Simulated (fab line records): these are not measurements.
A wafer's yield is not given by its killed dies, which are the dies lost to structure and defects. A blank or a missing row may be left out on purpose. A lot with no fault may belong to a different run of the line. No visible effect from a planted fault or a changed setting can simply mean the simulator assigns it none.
Chamber matching    flow nand harc    rie diel-04 running NHARC_A_STAIRCASE_TRIM_220: 4 sister chambers
The step chemistry O2, time 211.2 s. 22 wafers are shown with their chamber, then 11 later ones without.

EACH WAFER AND ITS CHAMBER
wafer   chamber  showerhead plenum p Torr (Torr)  rf vpp V (V)  throttle valve pct (%)
L075.1  0        3.57                             58.1          17.047
L075.3  1        3.71                             57.6          17.048
L075.5  0        3.57                             57.6          17.026
L076.2  0        3.57                             57.4          17.031
L076.4  2        3.37                             57.1          17.037
L076.6  0        3.57                             59.0          17.043
L078.2  0        3.57                             59.1          17.040
L078.4  1        3.71                             56.9          17.045
L078.5  1        3.71                             58.6          17.038
L081.1  3        3.66                             58.2          17.043
L081.3  0        3.56                             58.6          17.029
L081.5  0        3.56                             57.0          17.042
L080.1  0        3.56                             56.2          17.048
L080.5  1        3.71                             57.6          17.037
L080.6  0        3.56                             56.9          17.042
L086.1  1        3.70                             59.6          17.037
L086.2  0        3.56                             59.3          17.060
L086.4  2        3.36                             57.5          17.043
L087.2  3        3.65                             57.8          17.021
L087.3  1        3.70                             59.5          17.043
L087.4  0        3.55                             58.7          17.036
L089.2  1        3.70                             57.9          17.050

SIGNATURES (means of the wafers above)
reading                   chamber 0  chamber 1  chamber 2  chamber 3  scatter within a chamber
showerhead plenum p Torr  3.5636     3.7057     3.3650     3.6550     0.00635
rf vpp V                  57.991     58.243     57.300     58.000     0.977
throttle valve pct        17.04036   17.04257   17.04000   17.03200   0.00874
Rule: a wafer's distance from a chamber is the root of the sum, over the readings, of the square of ((its reading less the chamber's mean) divided by the reading's scatter). The wafer belongs to the nearest chamber; if the next one is less than 2 further off, it can't be placed. The scatter is the square root of a quotient: the sum, over the shown wafers, of each reading's squared deviation from its chamber's mean, divided by wafers minus chambers.

WAFERS MISSING THEIR CHAMBER
wafer   showerhead plenum p Torr (Torr)  rf vpp V (V)  throttle valve pct (%)
L089.4  3.55                             57.7          17.046
L089.5  3.55                             58.5          17.041
L091.1  3.55                             56.9          17.046
L091.4  3.69                             59.3          17.046
L091.5  3.55                             56.7          17.046
L094.1  3.35                             56.9          17.038
L094.2  3.65                             58.7          17.036
L094.5  3.35                             56.4          17.033
L097.2  3.35                             56.2          17.026
L097.4  3.68                             58.9          17.045
L097.6  3.35                             56.6          17.027

THE CHAMBER EACH PASSED THROUGH
wafer   from the rows above      in truth
L089.4  0                        0
L089.5  0                        0
L091.1  0                        0
L091.4  1                        1
L091.5  0                        0
L094.1  2                        2
L094.2  3                        3
L094.5  2                        2
L097.2  2                        2
L097.4  can't be placed: 1 or 3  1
L097.6  2                        2
10 of 11 placed correctly. These rows do not allow placing 1 (true chamber among the candidates in 1). Wrongly placed: 0.
